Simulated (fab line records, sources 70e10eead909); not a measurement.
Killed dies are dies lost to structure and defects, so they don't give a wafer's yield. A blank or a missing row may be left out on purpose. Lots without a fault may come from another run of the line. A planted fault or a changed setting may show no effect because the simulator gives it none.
Which tool did it? | flow nand_harc | 12 lots, 36 wafers sampled, at 2 steps of a route of 1302

WHAT THE GAUGES READ, wafer by wafer
NHARC_A_CHANNEL_HOLE_D1_INSPECT_40.
lot  | measured     | on                | raw_defect_count
L075 | day 9 05:44  | defect_inspect-02 | 114 110 114
L076 | day 9 21:45  | defect_inspect-02 | 57 62 38
L079 | day 10 22:27 | defect_inspect-01 | 90 117 88
L082 | day 12 05:56 | defect_inspect-02 | 103 83 80
L083 | day 12 17:02 | defect_inspect-01 | 46 48 77
L085 | day 13 12:14 | defect_inspect-01 | 66 39 57
L086 | day 14 07:31 | defect_inspect-02 | 52 42 76
L089 | day 15 08:53 | defect_inspect-01 | 47 54 32
L091 | day 15 16:28 | defect_inspect-02 | 121 109 108
L093 | day 16 19:03 | defect_inspect-02 | 75 75 55
L095 | day 17 15:30 | defect_inspect-01 | 46 72 40
L097 | day 18 15:28 | defect_inspect-02 | 32 41 43

WHICH TOOL RAN EACH LOT (tool, then ch and the chambers of the sampled wafers, then the start)
lot  | NHARC_A_CHANNEL_HOLE_D1_DESCUM_15
L075 | rie_diel-05 ch 1,2,3, day 8 20:49
L076 | rie_diel-04 ch 0,2, day 9 11:11
L079 | rie_diel-06 ch 0,1,3, day 10 13:13
L082 | rie_diel-05 ch 0,2,3, day 11 18:54
L083 | rie_diel-04 ch 0,1,2, day 12 08:16
L085 | rie_diel-04 ch 0,3, day 13 04:26
L086 | rie_diel-05 ch 0,3, day 14 00:30
L089 | rie_diel-06 ch 2,3, day 15 00:41
L091 | rie_diel-04 ch 1,2,3, day 15 09:31
L093 | rie_diel-06 ch 0,1,2, day 16 12:07
L095 | rie_diel-06 ch 0,1,2, day 17 03:20
L097 | rie_diel-05 ch 0,1,3, day 18 08:32
- NHARC_A_CHANNEL_HOLE_D1_DESCUM_15: chemistry O2, time 3 s.

THE ANSWER, worked out from the rows above alone
Rule: what is usual is taken from the lots themselves. Put in order of their means at a reading, lots are off if they are a third of the lots or fewer, leave a main group of 4 or more, and stand apart from it by a gap of 3 or more times the standard deviation of the main group's means; of several such gaps the widest counts. A main group whose means are all the same, to the digits that the tables above print for the reading, isn't used. A lot without any number at a reading at which 4 lots or more have one is off too. The other lots that the step has rows for count as sound.
No lot is off at any reading shown: from this, nothing can be told.

WHAT THE SIMULATOR HAD PUT IN
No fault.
